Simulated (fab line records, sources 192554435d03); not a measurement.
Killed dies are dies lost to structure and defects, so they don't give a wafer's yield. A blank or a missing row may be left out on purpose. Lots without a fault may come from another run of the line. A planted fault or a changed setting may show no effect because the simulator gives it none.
A struck lot beside a sound one | flow n5_finfet | 37 steps out of a route of 1938
Sound: wafers L172.1, L172.4, L172.6. Struck: wafer L174.2. (L174.3, L174.4 of the same lot were not struck and are left out.) The cause comes at the end.
At each step with rows: each side's tool, then ch and its chambers, then its first start. Under that, the readings that differ: sound wafers | struck wafers | difference of the means | sigmas: that difference in standard deviations of wafers without a fault.
alike: readings whose means differ by less than 2 such deviations, and words and numbers that are the same on both sides. not compared: withheld readings, readings that some wafer has no value for, bounds like >300 that may hide the same value, and numbers for which the record gives no deviation and whose values overlap.
The two part at a step that has a row with sigmas, a row that says differs or no value, or rows on one side only. Numbers that don't overlap but have no deviation are shown without sigmas and don't part them. A reading that every wafer of one side lacks parts them only if that side has two wafers or more.

first, 8 steps without rows for these wafers: N5_BEOL_M5_ANNEAL_51 (time 90 s); N5_BEOL_M5_CMP_52 (polishes, stops on SiCOH lowk, t overpolish 6.9 s, target thk 62 nm); N5_BEOL_M5_PRE_CLEAN_77 (time 15 s); N5_BEOL_M5_CO_CAP_78 (material Co, precursor CCTBA/H2, target thk 2 nm, time 102.1 s); N5_BEOL_M5_PRE_CLEAN_55 (time 15 s); N5_BEOL_M5_DEP_56 (deposits SiCN from 3MS/NH3, target thk 8 nm, time 14 s); N5_BEOL_M6_ILD_DEP_00 (deposits SiCOH lowk from DEMS/porogen, target thk 179.75 nm, time 33.4 s); N5_BEOL_M6_CURE_74 (cures SiCOH lowk, time 240 s).
N5_BEOL_M6_PECVD_70: deposits SiO2 from TEOS/O2, target thk 20 nm, time 22.7 s.
  sound on pecvd-03 ch 0,1,2, day 9 02:15; struck on pecvd-03 ch 2, day 11 13:40
  reading                                    | sound          | struck | difference | sigmas
  model.SiO2_of_BEOL_M6_PECVD_70.thk_nm (nm) | 19.8 20.2 20.4 | 12.8   | -7.3       |
  alike: heater_power_w, showerhead_plenum_p_Torr, throttle_valve_pct
then, 25 steps without rows for these wafers: N5_BEOL_M6_HM_DEP_02 (deposits TiN, target thk 20 nm); N5_BEOL_M6_COAT_59 (time 60 s, resist thk 100 nm); N5_BEOL_M6_COAT_60 (time 60 s, resist thk 35 nm); N5_BEOL_M6_COAT_05 (resist thk 90 nm); N5_BEOL_M6_EBR_07; N5_BEOL_M6_SOFTBAKE_06 (time 60 s); N5_BEOL_M6_EXPOSE_08 (exposes mask M6); N5_BEOL_M6_PEB_09 (peb time 60 s); N5_BEOL_M6_DEVELOP_10 (develop time 30 s); N5_BEOL_M6_DESCUM_16 (chemistry O2, time 7.9 s); N5_BEOL_M6_ETCH_61 (etches SiARC in CF4, target depth 45.5 nm, time 75.8 s); N5_BEOL_M6_ETCH_62 (etches SOC in N2/H2, target depth 110 nm, overetch 22 nm, time 165 s); N5_BEOL_M6_STRIP_68 (strips in N2/H2); N5_BEOL_M6_STRIP_67 (strips in CF4); N5_BEOL_M6_HM_OPEN_17 (chemistry Cl2/BCl3, target TiN, target depth 20 nm, overetch 6 nm); N5_BEOL_M6_STRIP_19 (strips in O2); N5_BEOL_M6_COAT_63 (time 60 s, resist thk 60 nm); N5_BEOL_M6_COAT_64 (time 60 s, resist thk 12 nm); N5_BEOL_M6_COAT_71 (time 60 s, resist thk 5 nm); N5_BEOL_M6_COAT_22 (resist thk 30 nm); N5_BEOL_M6_EBR_24; N5_BEOL_M6_SOFTBAKE_23 (time 60 s); N5_BEOL_M6_EXPOSE_25 (exposes mask V5, target cd 40 nm); N5_BEOL_M6_PEB_26 (peb time 60 s); N5_BEOL_M6_DEVELOP_27 (develop time 30 s).
N5_BEOL_M6_HM_STRIP_39: strips TiN in peroxide tin strip, target depth 25 nm, time 158 s.
  sound on wet_bench-03 ch 4,6,7, day 9 05:53; struck on wet_bench-03 ch 1, day 11 19:05
  reading                                    | sound        | struck | difference | sigmas
  model.SiO2_of_BEOL_M6_PECVD_70.thk_nm (nm) | 19.6 20 20.2 | 12.8   | -7.1       |
  alike: bath_heat_duty_pct
N5_BEOL_M6_CMP_52: polishes, stops on SiCOH lowk, t overpolish 6.9 s, target thk 80 nm.
  sound on cmp-03 ch 0,2,3, day 9 07:47; struck on cmp-01 ch 1, day 11 22:08
  reading                      | sound          | struck | difference | sigmas
  barrier_field_endpoint_s (s) | 28.9 28.1 28.7 | 21.2   | -7.4       | -10
  motor_current_A (A)          | 5.2 6.5 5.6    | 7.3    | +1.5       | +2
  alike: clearing_platen_down_force_psi
-- the record jumps here: 4 days lie between the struck wafers' starts before and after (it left off in module BEOL_M6 and takes up again in module PASSIVATION, whose first step shown is number 1936 of the route) --
N5_PASSIVATION_PROBE_49:
  sound on prober-01, day 12 22:08; struck on prober-02, day 15 13:47
  alike: defect_limited_yield, killed_at_M0_to_M3, killed_at_M4_up, killed_at_contacts, killed_at_front_end, killed_at_other, killed_dies, killed_open, killed_short, sort_bin_5_function, sort_bin_6_memory, sort_bin_8_speed, sort_n_pass

WHERE THEY PART
Only at N5_BEOL_M6_CMP_52, within this record. Later steps at which nothing parts them and some readings are alike: N5_PASSIVATION_PROBE_49.

WHY: what the simulator had put in
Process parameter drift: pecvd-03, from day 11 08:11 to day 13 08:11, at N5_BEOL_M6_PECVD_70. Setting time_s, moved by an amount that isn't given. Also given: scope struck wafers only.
